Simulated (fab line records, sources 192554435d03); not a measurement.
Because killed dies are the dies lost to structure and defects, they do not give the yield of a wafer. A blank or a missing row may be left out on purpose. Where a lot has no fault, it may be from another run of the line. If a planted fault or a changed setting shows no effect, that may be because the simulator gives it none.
Which of the tools did it? | flow n5-finfet | Sampling: 10 lots, 30 wafers, 2 of 1938 route steps

== WHAT THE GAUGES READ, wafer by wafer ==
N5_BEOL_M5_OVL_MEAS_12.
lot  | measured     | on         | M5_OVL (nm)
L196 | day 9 14:31  | overlay-01 | 0.0 -0.3 1.1
L201 | day 10 10:57 | overlay-02 | 1.1 0.0 0.9
L202 | day 10 13:05 | overlay-02 | -1.4 -0.4 -0.9
L206 | day 11 21:02 | overlay-01 | 0.1 -1.3 -0.3
L209 | day 12 10:16 | overlay-01 | -0.8 -0.5 0.1
L210 | day 12 19:22 | overlay-02 | 0.9 0.7 0.4
L211 | day 12 21:50 | overlay-01 | -0.8 -0.9 -0.1
L212 | day 13 05:33 | overlay-01 | -0.5 -0.1 0.1
L213 | day 13 08:26 | overlay-02 | 0.7 0.3 -0.1
L215 | day 13 12:19 | overlay-01 | -0.2 -0.7 -0.5

== WHAT TOOL EACH LOT RAN ON (gives the tool, then ch and the chambers of the sampled wafers, and finally the start) ==
lot  | N5_BEOL_M4_SPUTTER_94
L196 | pvd-sputter-02, day 9 09:34
L201 | pvd-sputter-01, day 10 05:34
L202 | pvd-sputter-03, day 10 09:08
L206 | pvd-sputter-03, day 11 15:54
L209 | pvd-sputter-02, day 12 06:28
L210 | pvd-sputter-02, day 12 14:14
L211 | pvd-sputter-02, day 12 18:10
L212 | pvd-sputter-02, day 13 01:41
L213 | pvd-sputter-02, day 13 03:49
L215 | pvd-sputter-01, day 13 07:20
- N5_BEOL_M4_SPUTTER_94: material Cu, target thk 4.5 nm, time 8.29 s.

== THE ANSWER, worked out from the rows above alone ==
Rule: usual is defined by the lots themselves. Put in order of their means at a reading, lots are off if they are a third of the lots or fewer, leave a main group of 4 or more, and stand apart from it by a gap of 3 or more times the standard deviation of the main group's means; of several such gaps the widest counts. The tables above print the reading to a certain number of digits; a main group whose means all agree to those digits is not used. Also off: a lot with no number at a reading for which 4 or more lots have one. Where the step has rows for the other lots, those lots are counted as sound.
No lot is off at any reading shown: from this, nothing can be told.

== WHAT THE SIMULATOR HAD INSERTED ==
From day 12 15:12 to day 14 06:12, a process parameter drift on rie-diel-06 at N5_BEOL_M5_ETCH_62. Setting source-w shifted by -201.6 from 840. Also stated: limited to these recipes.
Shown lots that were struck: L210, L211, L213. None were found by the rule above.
